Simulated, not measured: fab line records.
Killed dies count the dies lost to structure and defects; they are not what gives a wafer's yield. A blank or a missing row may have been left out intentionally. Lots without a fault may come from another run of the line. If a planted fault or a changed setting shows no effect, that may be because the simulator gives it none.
fab line records	flow nandHarc
[record] lots = 11	wafers = 33	lastDay = 24
route steps=1159 shown P_M0@284 P_M1@302 END@1159
lots with no fault: from the same line, run without faults
startH: hours from the record's opening day to when the first of the lot's shown wafers began	waitH: how many hours have passed since the lot's step before this one	" repeats the value in the row above	L1.1+2: a single row standing in for several wafers	- no value, or no start given	* or withheld: withheld	< > ~ a bound
route shown NAME@n: a module of which the file shows steps, and the number in the route of the first	usual: mean/standard deviation of fault-free wafers	same: alike in all rows	chamber/n: place in a boat	sites: the reading at each site	_std_site: standard deviation across them	_edge_site: the outer-site mean with the inner-site mean subtracted	radiusMm: how far each site lies from the wafer's centre	mask NAME#n: copy n	behind: the tool/chamber that last shaped the wafer	hold: why the lot was held/for how many hours/how that ended	device: whichever transistor did not switch (one of n, p or np)	end of line: at the end of the route, the tests of the same wafers	step lacking rows: just its recipe	killed: count of dies lost to structure and defects at first sort (not the wafer's yield)	map: per-die view of a wafer (x killed, . not killed, _ where there is no die)
set.NAME: the run value of the setting; set.NAME@STEP: its run value at that earlier step	model.NAME: the simulator's own value behind a step, which no gauge read
the route's steps for a sample of lots (tables are steps, rows are wafers)
services: a tool's chamber out of use, with start hour (startH, from the record's first day; less than 0 if before it), hours out, and reason
[[steps]]
[step NHARC_P_M0_DEP_32]
[recipe] targetThkA = 300	tempC = 370	targetThkNm = 30	pressureTorr = 3	flowSccm = 200	rfW = 450	material = SiCN
[usual] heaterPowerW = 615/53
lot.wafer	tool	chamber	startH	waitH	heaterPowerW
L244.3	pecvd-02	2	132.81	0.1	575
L244.4	"	1	"	"	638
L244.6	"	0	"	"	615
L246.3	pecvd-03	0	143.36	0.1	635
L246.2	"	2	"	"	673
L246.4	"	1	"	"	581
L247.2	pecvd-03	0	156.27	0.1	614
L247.3	"	1	"	"	549
L247.5	"	1	"	"	543
L248.1	pecvd-04	1	158.77	0.1	617
L248.3	"	2	"	"	515
L248.5	"	1	"	"	611
L251.3	pecvd-02	0	183.95	0.1	634
L251.4	"	0	"	"	634
L251.6	"	1	"	"	656
L253.1	pecvd-03	2	206.09	0.1	614
L253.3	"	0	"	"	694
L253.6	"	2	"	"	630
L255.2	pecvd-03	2	208.95	0.1	610
L255.5	"	2	"	"	585
L255.4	"	0	"	"	582
L256.3	pecvd-04	0	220.77	0.1	572
L256.1	"	1	"	"	684
L256.6	"	0	"	"	589
L259.1	pecvd-04	2	224.79	0.1	521
L259.3	"	0	"	"	610
L259.4	"	1	"	"	653
L262.3	pecvd-03	2	236.77	0.1	679
L262.1	"	1	"	"	607
L262.4	"	0	"	"	644
L264.2	pecvd-02	1	251.69	0.1	624
L264.4	"	0	"	"	659
L264.5	"	2	"	"	521
[step NHARC_P_M1_STRIP_18]
[recipe] powerW = 1000	n2FlowSccm = 150	h2FlowSccm = 150	arFlowSccm = 0	biasW = 0	chemistry = N2/H2
[usual] drypumpMotorCurrentA = 5.8/0.5	oesProductAu = 1.003/0.018	rfVppV = 90.6/0.97	showerheadPlenumPTorr = 2.02/0.068	throttleValvePct = 14.172/0.0088
lot.wafer	tool	chamber	startH	waitH	drypumpMotorCurrentA	oesProductAu	rfHoursCounterH	rfVppV	showerheadPlenumPTorr	throttleValvePct
L244.4	rieDiel-05	1	134.46	0.1	6.7	0.983	9	90.2	2.04	14.171
L244.3	"	3	"	"	5.2	1.009	11	90.0	1.92	14.169
L244.6	"	0	"	"	6.3	0.999	-	91.1	2.02	14.158
L246.4	rieDiel-11	0	145.20	0.1	5.4	1.010	8	89.9	2.01	14.175
L246.3	"	1	"	"	5.4	1.021	8	90.5	1.94	14.167
L246.2	"	2	"	"	6.5	0.985	8	90.0	2.01	14.159
L247.3	rieDiel-11	0	158.10	0.1	5.5	1.014	9	90.0	2.01	14.173
L247.2	"	2	"	"	6.5	0.996	9	90.9	2.01	14.160
L247.5	"	1	"	"	5.4	1.022	-	90.2	1.94	14.186
L248.1	rieDiel-11	2	160.56	0.1	6.5	0.982	9	89.4	2.01	14.188
L248.3	"	1	"	"	5.5	1.017	9	90.8	1.94	14.171
L248.5	"	3	"	"	5.7	1.022	-	90.5	2.02	14.178
L251.3	rieDiel-12	0	185.75	0.1	5.0	1.015	3	90.2	2.06	14.167
L251.4	"	2	"	"	5.7	1.008	3	88.5	1.94	14.170
L251.6	"	3	"	"	5.6	1.020	-	91.2	2.13	14.173
L253.3	rieDiel-11	2	207.85	0.1	6.5	0.964	1	90.9	2.01	14.164
L253.1	"	0	"	"	5.5	0.994	1	91.2	2.01	14.181
L253.6	"	2	"	"	6.5	0.966	-	90.8	2.01	14.176
L255.2	rieDiel-11	2	210.64	0.1	6.6	0.970	1	90.3	2.01	14.162
L255.4	"	1	"	"	5.5	0.995	1	90.3	1.94	14.156
L255.5	"	2	"	"	6.5	0.954	-	91.4	2.01	14.166
L256.1	rieDiel-05	2	222.56	0.1	5.5	1.010	3	89.7	2.03	14.159
L256.3	"	3	"	"	5.2	1.018	3	91.0	1.92	14.182
L256.6	"	2	"	"	5.6	1.007	-	89.1	2.03	14.179
L259.3	rieDiel-05	3	226.56	0.1	5.2	1.011	3	90.0	1.92	14.184
L259.4	"	1	"	"	6.7	0.990	3	91.0	2.04	14.174
L259.1	"	2	"	"	5.5	1.022	3	91.5	2.03	14.161
L262.1	rieDiel-12	0	238.58	0.1	5.0	0.994	1	91.7	2.06	14.180
L262.4	"	1	"	"	6.1	1.028	1	92.9	2.20	14.181
L262.3	"	3	"	"	5.6	1.027	1	89.5	2.13	14.182
L264.2	rieDiel-05	2	253.41	0.1	5.5	1.000	5	89.5	2.03	14.170
L264.4	"	3	"	"	5.2	1.010	5	90.2	1.92	14.170
L264.5	"	0	"	"	6.4	1.005	-	89.2	2.02	14.181
[step NHARC_P_M1_ETCH_28]
[recipe] targetDepthA = 300	overEtchFrac = 0.3	timeS = 72.99	ionEnergyEv = 150	cf4FlowSccm = 50	n2FlowSccm = 100	arFlowSccm = 150	rfW = 300	biasW = 100	chemistry = CF4/N2
[usual] drypumpMotorCurrentA = 5.8/0.49	oesProductAu = 1.004/0.016	rfVppV = 313.8/1.6	runLengthS = 94.1/0.47	showerheadPlenumPTorr = 2.60/0.083	throttleValvePct = 19.793/0.0086
lot.wafer	tool	chamber	startH	waitH	drypumpMotorCurrentA	oesProductAu	rfHoursCounterH	rfVppV	runLengthS	showerheadPlenumPTorr	throttleValvePct
L244.4	rieDiel-05	1	134.67	-	6.7	0.998	9	314.4	94.4	2.62	19.810
L244.3	"	3	"	"	5.2	1.009	11	311.0	94.0	2.49	19.797
L244.6	"	1	"	"	6.7	0.982	-	313.2	94.8	2.62	19.795
L246.3	rieDiel-11	0	145.41	-	5.5	1.000	8	312.0	94.2	2.59	19.805
L246.2	"	1	"	"	5.4	1.010	8	312.8	93.4	2.51	19.795
L246.4	"	2	"	"	6.5	0.989	8	313.4	94.3	2.59	19.790
L247.2	rieDiel-11	0	158.35	-	5.5	1.008	9	312.6	94.0	2.59	19.810
L247.3	"	3	"	"	5.7	1.014	9	313.0	94.9	2.60	19.799
L247.5	"	0	"	"	5.5	1.021	-	315.2	93.4	2.59	19.787
L248.1	rieDiel-11	0	160.81	-	5.5	1.013	9	314.6	93.8	2.59	19.802
L248.3	"	2	"	"	6.5	0.995	9	314.1	94.2	2.59	19.790
L248.5	"	3	"	"	5.8	1.022	-	313.6	94.4	2.60	19.785
L251.3	rieDiel-12	0	185.97	-	5.0	1.012	3	314.0	93.9	2.65	19.813
L251.4	"	2	"	"	5.6	1.005	3	312.7	93.9	2.51	19.779
L251.6	"	3	"	"	5.6	1.033	-	316.3	94.2	2.73	19.797
L253.3	rieDiel-11	0	208.09	-	5.4	0.995	1	315.4	78.1	2.59	19.790
L253.1	"	1	"	"	5.5	0.996	1	312.2	78.2	2.51	19.789
L253.6	"	1	"	"	5.5	1.002	-	312.2	78.0	2.51	19.797
L255.2	rieDiel-11	0	210.89	-	5.5	1.004	1	314.0	78.4	2.59	19.773
L255.4	"	2	"	"	6.5	0.972	1	313.0	78.8	2.59	19.789
L255.5	"	3	"	"	5.8	1.018	-	313.3	79.1	2.60	19.793
L256.1	rieDiel-05	1	222.78	-	6.7	0.977	3	313.9	94.5	2.62	19.772
L256.3	"	0	"	"	6.3	0.993	3	312.8	94.2	2.60	19.797
L256.6	"	2	"	"	5.6	1.007	-	313.1	94.2	2.62	19.799
L259.3	rieDiel-05	0	226.80	-	6.4	0.987	3	314.4	93.8	2.60	19.802
L259.1	"	1	"	"	6.7	0.985	3	315.0	94.7	2.62	19.785
L259.4	"	3	"	"	5.2	1.010	3	311.7	94.0	2.48	19.800
L262.4	rieDiel-12	0	238.83	-	5.0	0.995	1	315.6	94.0	2.65	19.802
L262.1	"	1	"	"	6.1	1.031	1	318.3	95.0	2.82	19.804
L262.3	"	2	"	"	5.6	0.982	1	311.9	94.6	2.51	19.792
L264.4	rieDiel-05	2	253.60	-	5.6	1.021	5	314.0	93.8	2.62	19.789
L264.2	"	1	"	"	6.7	0.980	5	312.9	94.9	2.62	19.783
L264.5	"	2	"	"	5.5	1.010	-	314.6	93.9	2.62	19.798
[step NHARC_P_M1_INSPECT_27]
[usual] rawDefectCount = 324/140
lot.wafer	tool	chamber	startH	waitH	rawDefectCount
L244.3	defectInspect-02	-	136.95	0.0	333
L244.4	"	-	"	"	220
L244.6	"	-	"	"	247
L246.2	defectInspect-02	-	147.38	0.0	881
L246.3	"	-	"	"	312
L246.4	"	-	"	"	206
L247.2	defectInspect-01	-	160.44	0.0	251
L247.3	"	-	"	"	416
L247.5	"	-	"	"	416
L248.1	defectInspect-01	-	162.94	0.0	170
L248.3	"	-	"	"	226
L248.5	"	-	"	"	250
L251.3	defectInspect-01	-	187.93	0.0	311
L251.4	"	-	"	"	550
L251.6	"	-	"	"	320
L253.1	defectInspect-01	-	210.06	0.0	349
L253.3	"	-	"	"	335
L253.6	"	-	"	"	489
L255.2	defectInspect-01	-	212.83	0.0	303
L255.4	"	-	"	"	302
L255.5	"	-	"	"	316
L256.1	defectInspect-02	-	224.75	0.0	189
L256.3	"	-	"	"	316
L256.6	"	-	"	"	225
L259.1	defectInspect-01	-	228.82	0.0	307
L259.3	"	-	"	"	201
L259.4	"	-	"	"	184
L262.1	defectInspect-02	-	240.81	0.0	189
L262.3	"	-	"	"	321
L262.4	"	-	"	"	184
L264.2	defectInspect-01	-	255.73	0.0	534
L264.4	"	-	"	"	341
L264.5	"	-	"	"	354
[step NHARC_END_SORT_01]
[recipe] tempC = 25
[usual] defectLimitedYield = 95.0/1.6	killedAtArray = 30/10	killedAtOther = 0.5/0.82	killedAtPeriphery = 2.9/2	killedDies = 34/11	killedOpen = 3.2/1.8	killedShort = 2.0/1.4	sort_bin_2_pct = 1.5/0.68	sort_bin_3_pct = 0.28/0.21	sort_bin_4_pct = 3.1/0.97	sort_bin_6_pct = 0.00/0.012	sortNPass = 643/11	sortRimYieldPct = 94.6/2.9	sortYieldPct = 95.0/1.6
[same] grossDies = 677	sort_bin_5_pct[%] = 0	sort_bin_7_pct[%] = 0	sort_bin_8_pct[%] = 0	sortRimNGross = 106.00
lot.wafer	tool	chamber	startH	waitH	defectLimitedYield[%]	killedAtArray	killedAtOther	killedAtPeriphery	killedDies	killedOpen	killedShort	sort_bin_2_pct[%]	sort_bin_3_pct[%]	sort_bin_4_pct[%]	sort_bin_6_pct[%]	sortNPass	sortRimYieldPct[%]	sortYieldPct[%]
L244.3	prober-02	0	459.89	3.1	95.7	27	0	2	29	1	1	0.7	0.15	3.4	0	648	92.5	95.7
L244.4	prober-02	0	460.67	3.4	95.1	32	0	1	33	3	2	2.2	0	2.7	0	644	96.2	95.1
L244.6	prober-02	0	462.25	3.9	95.7	28	1	0	29	3	3	1.0	0.30	3.0	0	648	97.2	95.7
L246.2	prober-02	0	474.92	2.8	95.1	30	0	3	33	0	6	2.1	0.15	2.7	0	644	94.3	95.1
L246.3	prober-02	0	475.71	3.1	95.7	26	0	3	29	2	2	1.3	0.15	2.8	0	648	90.6	95.7
L246.4	prober-02	0	476.51	3.4	96.5	23	0	1	24	1	0	1.2	0	2.4	0	653	94.3	96.5
L248.1	prober-02	0	481.94	2.6	94.7	33	0	3	36	3	1	2.1	0.30	3.0	0	641	92.5	94.7
L248.3	prober-02	0	483.54	3.1	95.1	33	0	0	33	3	1	1.6	0.15	3.1	0	644	94.3	95.1
L248.5	prober-02	0	485.14	3.7	93.9	37	0	4	41	4	0	2.5	0.74	2.8	0	636	92.5	93.9
L247.2	prober-01	0	482.63	2.8	95.6	25	1	4	30	4	2	0.9	0.30	3.2	0	647	94.3	95.6
L247.3	prober-01	0	483.42	3.1	93.6	27	5	11	43	5	1	1.6	0.30	4.4	0.15	633	95.3	93.5
L247.5	prober-01	0	485.01	3.7	94.8	24	1	10	35	3	0	1.5	0.15	3.5	0	642	95.3	94.8
L251.3	prober-01	0	504.13	3.1	96.9	18	1	2	21	2	1	1.2	0.15	1.8	0	656	98.1	96.9
L251.4	prober-01	0	504.92	3.4	96.8	19	0	3	22	1	2	1.5	0	1.8	0	655	99.1	96.8
L251.6	prober-01	0	506.51	4.0	96.2	25	0	1	26	1	2	1.0	0.15	2.7	0	651	90.6	96.2
L253.1	prober-01	0	536.54	2.5	97.3	15	1	2	18	1	1	0.9	0.15	1.6	0	659	94.3	97.3
L253.3	prober-01	0	538.13	3.1	97.0	16	0	4	20	5	2	1.0	0.30	1.6	0	657	97.2	97.0
L253.6	prober-01	0	540.51	4.0	96.5	17	1	6	24	3	3	0.7	0.30	2.5	0	653	95.3	96.5
L259.1	prober-01	0	550.84	2.5	96.0	20	2	5	27	1	1	1.2	0.15	2.7	0	650	96.2	96.0
L259.3	prober-01	0	552.44	3.1	97.5	12	0	5	17	1	2	0.6	0.15	1.8	0	660	95.3	97.5
L259.4	prober-01	0	553.23	3.4	96.2	21	0	5	26	4	4	1.0	0.30	2.5	0	651	98.1	96.2
L256.1	prober-02	0	551.89	2.5	93.4	42	0	3	45	8	1	1.8	0.30	4.6	0	632	96.2	93.4
L256.3	prober-02	0	553.48	3.1	94.5	34	0	3	37	2	4	2.1	0.44	3.0	0	640	93.4	94.5
L256.6	prober-02	0	555.87	4.0	95.4	25	2	4	31	3	2	1.9	0.15	2.5	0	646	91.5	95.4
L255.2	prober-01	0	559.39	2.8	93.5	39	1	4	44	8	1	2.2	0	4.3	0	633	91.5	93.5
L255.4	prober-01	0	560.96	3.3	94.5	36	0	1	37	2	3	1.9	0.30	3.2	0	640	94.3	94.5
L255.5	prober-01	0	561.75	3.6	94.5	35	0	2	37	2	4	1.0	0.44	4.0	0	640	97.2	94.5
L262.1	prober-02	0	575.30	2.5	92.3	50	0	2	52	1	0	2.7	0.30	4.7	0	625	89.6	92.3
L262.3	prober-02	0	576.92	3.1	93.8	41	0	1	42	1	2	1.8	0.44	4.0	0	635	90.6	93.8
L262.4	prober-02	0	577.73	3.4	92.2	49	1	3	53	5	2	3.0	0.30	4.6	0	624	93.4	92.2
L264.2	prober-01	0	582.83	2.8	96.9	18	0	3	21	4	4	1.2	0.30	1.6	0	656	97.2	96.9
L264.4	prober-01	0	584.44	3.4	96.2	21	0	5	26	5	2	1.2	0.30	2.4	0	651	99.1	96.2
L264.5	prober-01	0	585.24	3.7	97.6	13	1	2	16	3	1	0.9	0.15	1.3	0	661	99.1	97.6
// killed by level:class
L244.3 A_CHANNEL_HOLE_D1:chamberFilmFlake=10 A_SLIT:chamberFilmFlake=10 A_CONTACT:chamberFilmFlake=4 A_SGD_CUT:geometricParticle:short=1 A_CONTACT:geometricParticle:open=1 P_ZERO_WELL:chamberFilmFlake=1 P_GATE:chamberFilmFlake=1 A_STAIRCASE:chamberFilmFlake=1
L244.4 A_SLIT:chamberFilmFlake=11 A_CHANNEL_HOLE_D1:chamberFilmFlake=10 A_CONTACT:chamberFilmFlake=4 A_STAIRCASE:chamberFilmFlake=3 P_M0:geometricParticle:short=1 A_ONON_D1:geometricParticle:open=1 A_CHANNEL_FILL_D1:geometricParticle:short=1 A_SGD_CUT:geometricParticle:open=1
L244.6 A_SLIT:chamberFilmFlake=11 A_CHANNEL_HOLE_D1:chamberFilmFlake=8 A_STAIRCASE:chamberFilmFlake=2 A_CONTACT:chamberFilmFlake=2 A_ONON_D1:geometricParticle:open=1 A_WL_FILL:geometricParticle:open=1 A_CONTACT:geometricParticle:short=1 A_M0:geometricParticle:short=1
L246.2 A_CHANNEL_HOLE_D1:chamberFilmFlake=10 A_SLIT:chamberFilmFlake=10 A_CONTACT:chamberFilmFlake=4 A_CHANNEL_FILL_D1:geometricParticle:short=2 A_WL_FILL:geometricParticle:short=2 A_STAIRCASE:chamberFilmFlake=2 P_CONTACT:geometricParticle:short=1 P_M0:geometricParticle:short=1
L246.3 A_CHANNEL_HOLE_D1:chamberFilmFlake=9 A_SLIT:chamberFilmFlake=9 A_CONTACT:chamberFilmFlake=4 P_STI:geometricParticle:short=1 P_M0:geometricParticle:short=1 A_WL_FILL:geometricParticle:open=1 A_CONTACT:geometricParticle:open=1 P_STI:chamberFilmFlake=1
L246.4 A_SLIT:chamberFilmFlake=11 A_CHANNEL_HOLE_D1:chamberFilmFlake=9 A_BLC:geometricParticle:open=1 P_STI:chamberFilmFlake=1 A_CHANNEL_FILL_D1:chamberFilmFlake=1 A_STAIRCASE:chamberFilmFlake=1
L248.1 A_CHANNEL_HOLE_D1:chamberFilmFlake=12 A_SLIT:chamberFilmFlake=9 A_CONTACT:chamberFilmFlake=5 A_STAIRCASE:chamberFilmFlake=3 P_CONTACT:chamberFilmFlake=2 A_CONTACT:geometricParticle:short=1 A_CONTACT:geometricParticle:open=1 A_BLC:geometricParticle:open=1
L247.2 A_CONTACT:chamberFilmFlake=11 A_CHANNEL_HOLE_D1:chamberFilmFlake=4 P_CONTACT:chamberFilmFlake=3 A_STAIRCASE:chamberFilmFlake=3 A_CHANNEL_HOLE_D1:geometricParticle:open=1 A_CHANNEL_FILL_D1:geometricParticle:short=1 A_WL_FILL:geometricParticle:open=1 A_CONTACT:geometricParticle:short=1
L247.3 A_CONTACT:chamberFilmFlake=13 P_CONTACT:chamberFilmFlake=8 A_WL_FILL:chamberFilmFlake=4 THIN_TSV:chamberFilmFlake=4 A_CHANNEL_HOLE_D1:chamberFilmFlake=3 P_M0:geometricParticle:open=2 A_CONTACT:geometricParticle:open=2 A_STAIRCASE:chamberFilmFlake=2
L248.3 A_CHANNEL_HOLE_D1:chamberFilmFlake=15 A_STAIRCASE:chamberFilmFlake=6 A_SLIT:chamberFilmFlake=6 A_CONTACT:chamberFilmFlake=2 A_ONON_D1:geometricParticle:open=1 A_ONON_D1:geometricParticle:short=1 A_CHANNEL_HOLE_D1:geometricParticle:open=1 A_CHANNEL_FILL_D1:geometricParticle:open=1
L247.5 A_CONTACT:chamberFilmFlake=12 P_CONTACT:chamberFilmFlake=6 A_CHANNEL_HOLE_D1:chamberFilmFlake=4 A_STAIRCASE:chamberFilmFlake=3 A_SGD_CUT:chamberFilmFlake=2 A_WL_FILL:chamberFilmFlake=2 P_CONTACT:geometricParticle:open=1 P_M0:geometricParticle:open=1
L248.5 A_SLIT:chamberFilmFlake=14 A_CHANNEL_HOLE_D1:chamberFilmFlake=12 A_STAIRCASE:chamberFilmFlake=3 P_GATE:chamberFilmFlake=2 A_CONTACT:chamberFilmFlake=2 A_SOURCE_PLATE:geometricParticle:open=1 A_ONON_D1:geometricParticle:open=1 A_CHANNEL_HOLE_D1:geometricParticle:open=1
L251.3 A_SLIT:chamberFilmFlake=7 A_CHANNEL_HOLE_D1:chamberFilmFlake=6 A_CONTACT:chamberFilmFlake=2 A_WL_FILL:geometricParticle:open=1 STARTING-WAFER:geometricParticle:open=1 P_ZERO_WELL:chamberFilmFlake=1 P_M1:chamberFilmFlake=1 A_SGD_CUT:unspecified:short=1
L251.4 A_SLIT:chamberFilmFlake=10 A_CHANNEL_HOLE_D1:chamberFilmFlake=3 A_CONTACT:chamberFilmFlake=3 P_M0:geometricParticle:short=1 P_M0:geometricParticle:open=1 A_M0:geometricParticle:short=1 P_GATE:chamberFilmFlake=1 A_SGD_CUT:chamberFilmFlake=1
L251.6 A_SLIT:chamberFilmFlake=13 A_CHANNEL_HOLE_D1:chamberFilmFlake=3 A_STAIRCASE:chamberFilmFlake=3 A_CONTACT:chamberFilmFlake=2 A_SOURCE_PLATE:geometricParticle:short=1 A_ONON_D1:geometricParticle:short=1 A_M0:geometricParticle:open=1 P_M1:chamberFilmFlake=1
L253.1 A_CHANNEL_HOLE_D1:chamberFilmFlake=5 A_ZERO_WELL:chamberFilmFlake=3 A_STAIRCASE:chamberFilmFlake=2 A_WL_FILL:chamberFilmFlake=2 A_ONON_D1:geometricParticle:open=1 A_SGD_CUT:geometricParticle:short=1 P_GATE:chamberFilmFlake=1 P_M1:chamberFilmFlake=1
L253.3 A_CHANNEL_HOLE_D1:chamberFilmFlake=4 A_STAIRCASE:chamberFilmFlake=4 A_M0:geometricParticle:open=2 P_STI:geometricParticle:open=1 P_M0:geometricParticle:short=1 P_M0:geometricParticle:open=1 A_CHANNEL_HOLE_D1:geometricParticle:short=1 A_CONTACT:geometricParticle:open=1
L253.6 A_CHANNEL_HOLE_D1:chamberFilmFlake=7 P_GATE:chamberFilmFlake=3 A_STAIRCASE:chamberFilmFlake=3 A_ZERO_WELL:chamberFilmFlake=2 P_CONTACT:geometricParticle:open=1 P_CONTACT:geometricParticle:short=1 P_M1:geometricParticle:open=1 A_ONON_D1:geometricParticle:short=1
L259.1 A_CONTACT:chamberFilmFlake=8 P_ZERO_WELL:chamberFilmFlake=5 A_CHANNEL_HOLE_D1:chamberFilmFlake=5 A_SGD_CUT:chamberFilmFlake=2 A_WL_FILL:chamberFilmFlake=2 THIN_TSV:chamberFilmFlake=2 A_WL_FILL:geometricParticle:short=1 A_CONTACT:geometricParticle:open=1
L256.1 A_SLIT:chamberFilmFlake=14 A_CHANNEL_HOLE_D1:chamberFilmFlake=12 A_CONTACT:chamberFilmFlake=3 A_BLC:chamberFilmFlake=3 A_ONON_D1:geometricParticle:open=2 P_M2:geometricParticle:open=1 A_SOURCE_PLATE:geometricParticle:open=1 A_ONON_D1:geometricParticle:short=1
L259.3 A_CHANNEL_HOLE_D1:chamberFilmFlake=5 P_STI:chamberFilmFlake=3 A_SGD_CUT:chamberFilmFlake=2 A_CONTACT:chamberFilmFlake=2 P_M0:geometricParticle:open=1 A_CHANNEL_FILL_D1:geometricParticle:short=1 A_M0:geometricParticle:short=1 P_ZERO_WELL:chamberFilmFlake=1
L259.4 A_CHANNEL_HOLE_D1:chamberFilmFlake=10 P_ZERO_WELL:chamberFilmFlake=4 A_CONTACT:chamberFilmFlake=4 A_SGD_CUT:geometricParticle:short=2 P_CONTACT:geometricParticle:open=1 A_ONON_D1:geometricParticle:short=1 A_SGD_CUT:geometricParticle:open=1 A_WL_FILL:geometricParticle:short=1
L256.3 A_SLIT:chamberFilmFlake=15 A_CHANNEL_HOLE_D1:chamberFilmFlake=5 A_CONTACT:chamberFilmFlake=4 A_BLC:chamberFilmFlake=4 A_WL_FILL:geometricParticle:short=2 P_M0:geometricParticle:short=1 A_ONON_D1:geometricParticle:short=1 A_CONTACT:geometricParticle:open=1
L256.6 A_SLIT:chamberFilmFlake=14 A_CHANNEL_HOLE_D1:chamberFilmFlake=4 A_STAIRCASE:chamberFilmFlake=3 P_CONTACT:geometricParticle:open=1 P_M0:geometricParticle:short=1 A_SOURCE_PLATE:geometricParticle:open=1 A_CHANNEL_FILL_D1:geometricParticle:short=1 A_M0:geometricParticle:open=1
L255.2 A_SLIT:chamberFilmFlake=15 A_STAIRCASE:chamberFilmFlake=10 A_CHANNEL_HOLE_D1:chamberFilmFlake=5 A_CONTACT:geometricParticle:open=3 P_M0:geometricParticle:open=2 A_CONTACT:chamberFilmFlake=2 P_M1:geometricParticle:open=1 A_WL_FILL:geometricParticle:open=1
L255.4 A_SLIT:chamberFilmFlake=15 A_STAIRCASE:chamberFilmFlake=7 A_CHANNEL_HOLE_D1:chamberFilmFlake=5 A_CHANNEL_FILL_D1:chamberFilmFlake=2 A_CONTACT:chamberFilmFlake=2 P_M0:geometricParticle:open=1 A_SOURCE_PLATE:geometricParticle:short=1 A_CHANNEL_FILL_D1:geometricParticle:short=1
L255.5 A_SLIT:chamberFilmFlake=11 A_STAIRCASE:chamberFilmFlake=11 A_CHANNEL_HOLE_D1:chamberFilmFlake=4 A_CHANNEL_FILL_D1:chamberFilmFlake=2 P_M0:geometricParticle:short=1 A_WL_FILL:geometricParticle:short=1 A_WL_FILL:geometricParticle:open=1 A_CONTACT:geometricParticle:open=1
L262.1 A_SLIT:chamberFilmFlake=17 A_CHANNEL_HOLE_D1:chamberFilmFlake=17 A_WL_FILL:chamberFilmFlake=5 A_STAIRCASE:chamberFilmFlake=4 A_CONTACT:chamberFilmFlake=4 A_M1:chamberFilmFlake=2 A_CHANNEL_HOLE_D1:geometricParticle:open=1 P_ZERO_WELL:chamberFilmFlake=1
L262.3 A_SLIT:chamberFilmFlake=14 A_CHANNEL_HOLE_D1:chamberFilmFlake=13 A_WL_FILL:chamberFilmFlake=4 A_CONTACT:chamberFilmFlake=4 A_STAIRCASE:chamberFilmFlake=2 A_SOURCE_PLATE:geometricParticle:open=1 A_CONTACT:geometricParticle:short=1 A_M0:geometricParticle:short=1
L262.4 A_SLIT:chamberFilmFlake=19 A_CHANNEL_HOLE_D1:chamberFilmFlake=16 A_STAIRCASE:chamberFilmFlake=6 A_CONTACT:chamberFilmFlake=2 P_CONTACT:geometricParticle:open=1 A_ONON_D1:geometricParticle:open=1 A_ONON_D1:geometricParticle:short=1 A_CHANNEL_FILL_D1:geometricParticle:open=1
L264.2 A_CHANNEL_HOLE_D1:chamberFilmFlake=6 A_STAIRCASE:chamberFilmFlake=3 A_CONTACT:geometricParticle:open=2 A_CONTACT:chamberFilmFlake=2 P_STI:geometricParticle:open=1 P_M1:geometricParticle:short=1 A_SOURCE_PLATE:geometricParticle:open=1 A_ONON_D1:geometricParticle:short=1
L264.4 A_CHANNEL_HOLE_D1:chamberFilmFlake=11 A_CONTACT:geometricParticle:open=3 A_CONTACT:geometricParticle:short=2 A_M0:geometricParticle:open=2 P_GATE:chamberFilmFlake=2 P_M2:chamberFilmFlake=2 P_STI:chamberFilmFlake=1 A_CHANNEL_FILL_D1:chamberFilmFlake=1
L264.5 A_CHANNEL_HOLE_D1:chamberFilmFlake=5 A_STAIRCASE:chamberFilmFlake=4 P_GATE:chamberFilmFlake=2 A_SLIT:geometricParticle:open=1 A_WL_FILL:geometricParticle:open=1 A_CONTACT:geometricParticle:open=1 STARTING-WAFER:geometricParticle:short=1 A_WL_FILL:chamberFilmFlake=1
[[services]]
tool	chamber	startH	hours	kind
pecvd-03	-	111.08	13.0	pm
rieDiel-11	0	119.57	-	clean
rieDiel-11	1	119.57	-	clean
rieDiel-11	2	119.57	-	clean
rieDiel-11	3	119.57	-	clean
rieDiel-11	0	144.23	-	clean
rieDiel-11	1	144.23	-	clean
rieDiel-11	2	144.23	-	clean
rieDiel-11	3	144.23	-	clean
pecvd-02	-	145.40	0.4	repair
pecvd-04	-	146.80	1.5	repair
pecvd-02	-	153.00	13.0	pm
pecvd-03	0	159.91	1.9	repair
rieDiel-05	-	163.62	9.0	pm
rieDiel-11	0	168.73	-	clean
rieDiel-11	1	168.73	-	clean
rieDiel-11	2	168.73	-	clean
rieDiel-11	3	168.73	-	clean
rieDiel-11	-	189.50	9.0	pm
pecvd-02	-	190.39	1.8	repair
pecvd-04	-	195.16	13.0	pm
rieDiel-12	1	201.70	4.7	repair
rieDiel-12	-	202.40	9.0	pm
pecvd-02	0	223.33	5.0	repair
[[key]]
[firstSign] step = NHARC_P_M1_ETCH_28	reading = runLengthS	direction = down	sigmas = 34	usual = *	struck = *
effect none on later readings
metAt NHARC_P_M1_ETCH_28
struckLots L253,L255
notActingAt NHARC_P_M0_DEP_32,NHARC_P_M1_STRIP_18,NHARC_P_M1_INSPECT_27
onsetBetween 160.81 208.09
[fault] kind = processParameterDrift	tool = rieDiel-11	chamber = -	onsetH = 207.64	steps = NHARC_P_M1_ETCH_28	channel = timeS	offset = *	shape = step	endH = 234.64	actsIn = *	stated = *
